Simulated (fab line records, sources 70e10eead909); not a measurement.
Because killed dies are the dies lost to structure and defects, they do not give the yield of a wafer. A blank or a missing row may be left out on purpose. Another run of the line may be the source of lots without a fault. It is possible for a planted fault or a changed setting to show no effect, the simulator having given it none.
Which tool is to blame? | flow nandHarc | 7 lots, 21 wafers sampled, at 2 steps of a route of 1302

## WHAT THE GAUGES SHOWED, per wafer
NHARC_A_BONDPAD_THK_MEAS_20: measures by xrf.
lot  | measured     | on           | thkNm (nm)
L419 | day 23 22:34 | filmMetro-01 | 172.1 168.7 169.9
L420 | day 24 12:13 | filmMetro-02 | 172.8 169.4 171.5
L424 | day 26 06:36 | filmMetro-02 | 171.0 165.5 169.9
L425 | day 26 15:53 | filmMetro-02 | 171.5 167.8 169.3
L431 | day 30 01:52 | filmMetro-02 | 167.7 166.7 171.8
L438 | day 32 04:34 | filmMetro-02 | 171.3 169.0 168.2
L440 | day 33 20:27 | filmMetro-02 | 168.5 169.8 169.5

## EACH LOT AND THE TOOL THAT RAN IT (in order: tool; ch and the chambers of the sampled wafers; start)
lot  | NHARC_A_WL_FILL_ALD_10
L419 | aldHk-04 ch 0,1,3, day 21 10:02
L420 | aldHk-04 ch 0,2,3, day 22 00:04
L424 | aldHk-01 ch 1,2,3, day 23 17:42
L425 | aldHk-01 ch 1,2, day 24 05:49
L431 | aldHk-01 ch 0,1, day 27 10:07
L438 | aldHk-02 ch 0,1,2, day 29 19:49
L440 | aldHk-02 ch 0,1,2, day 31 05:56
- NHARC_A_WL_FILL_ALD_10: deposits SiO2, target thk 50 nm, pulse time 10 s, ald cycles 500.

## THE ANSWER, worked out from the rows above alone
Rule: the usual values come from the lots themselves. Put in order of their means at a reading, lots are off if they are a third of the lots or fewer, leave a main group of 4 or more, and stand apart from it by a gap of 3 or more times the standard deviation of the main group's means; of several such gaps the widest counts. The tables above print the reading to a certain number of digits; a main group whose means all agree to those digits is not used. Also off: a lot with no number at a reading for which 4 or more lots have one. All remaining lots with rows at the step are treated as sound.
Across all readings shown, no lot is off: no conclusion can be drawn from this.

## WHAT THE SIMULATOR PUT IN
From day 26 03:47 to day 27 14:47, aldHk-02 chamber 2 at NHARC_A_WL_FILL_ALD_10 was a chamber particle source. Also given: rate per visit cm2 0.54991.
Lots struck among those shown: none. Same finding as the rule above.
